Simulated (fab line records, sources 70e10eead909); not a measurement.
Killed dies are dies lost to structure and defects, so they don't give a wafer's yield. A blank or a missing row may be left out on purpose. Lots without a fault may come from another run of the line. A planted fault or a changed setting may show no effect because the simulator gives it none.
Problem report in the 8D (eight disciplines) form, filled by code | flow nand_harc | the parts of the form that need people (team, actions taken, sign-off) are left out

1. THE PROBLEM
oes_product_au at NHARC_P_BONDPAD_ETCH_37 reads a mean of 0.859 a.u. on 2 wafers of 2 lots; wafers without a fault read 1.000 a.u. with a standard deviation of 0.0075. That is -19 standard deviations from the usual mean.
The step: etches the open film in N2/H2, target depth 60 nm, overetch 18 nm, time 65.91 s.
First seen on wafer L959.5, day 9 18:07, on rie_diel-06. The record holds 33 wafers of 11 lots with a number at this step. Rule for "out", or "out of limits": more than 4 standard deviations from the usual mean. The other wafers with a number count as sound.

2. WHAT IT IS AND WHAT IT IS NOT
question                    | is               | is not
which readings at this step | oes_product_au   | chamber_pressure_mTorr, drypump_motor_current_A, rf_vpp_V, showerhead_plenum_p_Torr, throttle_valve_pct
which lots                  | L956, L959       | L945, L946, L949, L951, L952, L955, L964, L965, L968
which wafers of those lots  | L956.2, L959.5   | L956.1, L956.4, L959.4, L959.6
read on which tools         | rie_diel-06      | rie_diel-02, rie_diel-11
when                        | from day 9 18:07 | up to then (20 sound wafers); but 11 sound wafers of L956, L964, L965, L968 came after

3. SUSPECTS, AND WHAT RULES EACH OUT
Counting: a tool at a process step up to the reading stays a suspect if it ran every lot that is out. Sound lots after the first of them don't rule it out here, since some wafers of a struck lot are sound.
- rie_diel-06 at NHARC_P_BONDPAD_ETCH_37 (etches the open film in N2/H2, target depth 60 nm, overetch 18 nm, time 65.91 s): kept. It ran every lot that is out, first L959 (day 9 18:07); its last sound lot up to then is L955 (day 8 14:41). Its own readings are out on those wafers: oes_product_au.
- Within rie_diel-06 at NHARC_P_BONDPAD_ETCH_37: the wafers that are out ran in chamber 0; their sound lot-mates ran in chambers 1, 2, 3.
Left after counting: rie_diel-06 at NHARC_P_BONDPAD_ETCH_37.

4. THE CAUSE (what the simulator had put in)
Process parameter drift: rie_diel-06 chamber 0, from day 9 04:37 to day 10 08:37, at NHARC_P_BONDPAD_ETCH_37. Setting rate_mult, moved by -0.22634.
Counting left only this tool.

5. THE CHAIN OF EFFECTS, in route order
Each row: a reading whose mean over the struck wafers that have a number lies more than 3 standard deviations from the usual. Only readings for which the record gives a usual standard deviation are gone through. hours: the time from each lot's start at the first step in this table that gives one to its start at this step, as a median over the lots. sigmas: the change in usual standard deviations.
hours | step                    | reading        | usual      | on struck wafers | change | sigmas
0     | NHARC_P_BONDPAD_ETCH_37 | oes_product_au | 1.000 a.u. | 0.859            | -0.141 | -19
The process steps in it:
- NHARC_P_BONDPAD_ETCH_37: etches the open film in N2/H2, target depth 60 nm, overetch 18 nm, time 65.91 s.

6. WHAT WOULD HAVE CAUGHT IT SOONER
In this record the first reading out of limits was taken at day 9 18:07, 14 hours after the fault began at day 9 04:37.
